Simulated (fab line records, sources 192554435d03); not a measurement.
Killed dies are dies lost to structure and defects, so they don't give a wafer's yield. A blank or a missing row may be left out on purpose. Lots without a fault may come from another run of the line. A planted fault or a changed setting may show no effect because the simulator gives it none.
Chamber matching | flow n5_finfet | N5_BEOL_M3_STRIP_36 on rie_diel-04: 4 sister chambers
The step strips in N2/H2. 18 wafers are shown with their chamber, then 9 later ones without.

WAFERS WITH THEIR CHAMBER
wafer  | chamber | drypump_motor_current_A (A) | showerhead_plenum_p_Torr (Torr) | throttle_valve_pct (%)
L075.1 | 2       | 6.1                         | 2.51                            | 23.78
L075.3 | 2       | 6.1                         | 2.51                            | 23.79
L075.6 | 2       | 6.1                         | 2.51                            | 23.78
L079.1 | 1       | 5.4                         | 2.59                            | 23.44
L079.4 | 0       | 5.3                         | 2.65                            | 23.91
L079.6 | 0       | 5.4                         | 2.65                            | 23.92
L081.1 | 0       | 5.4                         | 2.64                            | 23.96
L081.2 | 2       | 6.1                         | 2.50                            | 23.82
L081.5 | 0       | 5.3                         | 2.64                            | 23.94
L083.4 | 0       | 5.4                         | 2.64                            | 23.93
L083.5 | 3       | 6.8                         | 2.40                            | 23.20
L083.6 | 2       | 6.1                         | 2.50                            | 23.81
L084.2 | 2       | 6.1                         | 2.50                            | 23.82
L084.4 | 0       | 5.4                         | 2.64                            | 23.95
L084.5 | 1       | 5.4                         | 2.58                            | 23.46
L086.1 | 2       | 6.1                         | 2.50                            | 23.83
L086.2 | 3       | 6.8                         | 2.40                            | 23.21
L086.3 | 1       | 5.4                         | 2.58                            | 23.46

SIGNATURES (means of the wafers above)
reading                  | chamber 0 | chamber 1 | chamber 2 | chamber 3 | scatter within a chamber
drypump_motor_current_A  | 5.367     | 5.400     | 6.100     | 6.800     | 0.0309
showerhead_plenum_p_Torr | 2.6433    | 2.5833    | 2.5043    | 2.4000    | 0.00515
throttle_valve_pct       | 23.9350   | 23.4533   | 23.8043   | 23.2050   | 0.0182
Rule: a wafer's distance from a chamber is the root of the sum, over the readings, of the square of ((its reading less the chamber's mean) divided by the reading's scatter). The wafer belongs to the nearest chamber; if the next one is less than 2 further off, it can't be placed. The scatter: the root of (the sum of the squares of (reading less its chamber's mean) over the shown wafers, divided by (wafers less chambers)).

WAFERS WITHOUT THEIR CHAMBER
wafer  | drypump_motor_current_A (A) | showerhead_plenum_p_Torr (Torr) | throttle_valve_pct (%)
L088.1 | 6.1                         | 2.50                            | 23.83
L088.4 | 5.4                         | 2.58                            | 23.49
L088.6 | 5.4                         | 2.64                            | 23.96
L089.2 | 6.8                         | 2.40                            | 23.23
L089.3 | 5.5                         | 2.58                            | 23.47
L089.5 | 5.4                         | 2.64                            | 23.96
L092.2 | 5.4                         | 2.63                            | 23.96
L092.3 | 6.8                         | 2.39                            | 23.23
L092.5 | 5.4                         | 2.58                            | 23.48

WHICH CHAMBER EACH WENT THROUGH
wafer  | from the rows above | in truth
L088.1 | 2                   | 2
L088.4 | 1                   | 1
L088.6 | 0                   | 0
L089.2 | 3                   | 3
L089.3 | 1                   | 1
L089.5 | 0                   | 0
L092.2 | 0                   | 0
L092.3 | 3                   | 3
L092.5 | 1                   | 1
Placed correctly: 9 of 9. Can't be placed from these rows: 0. Placed wrongly: 0.
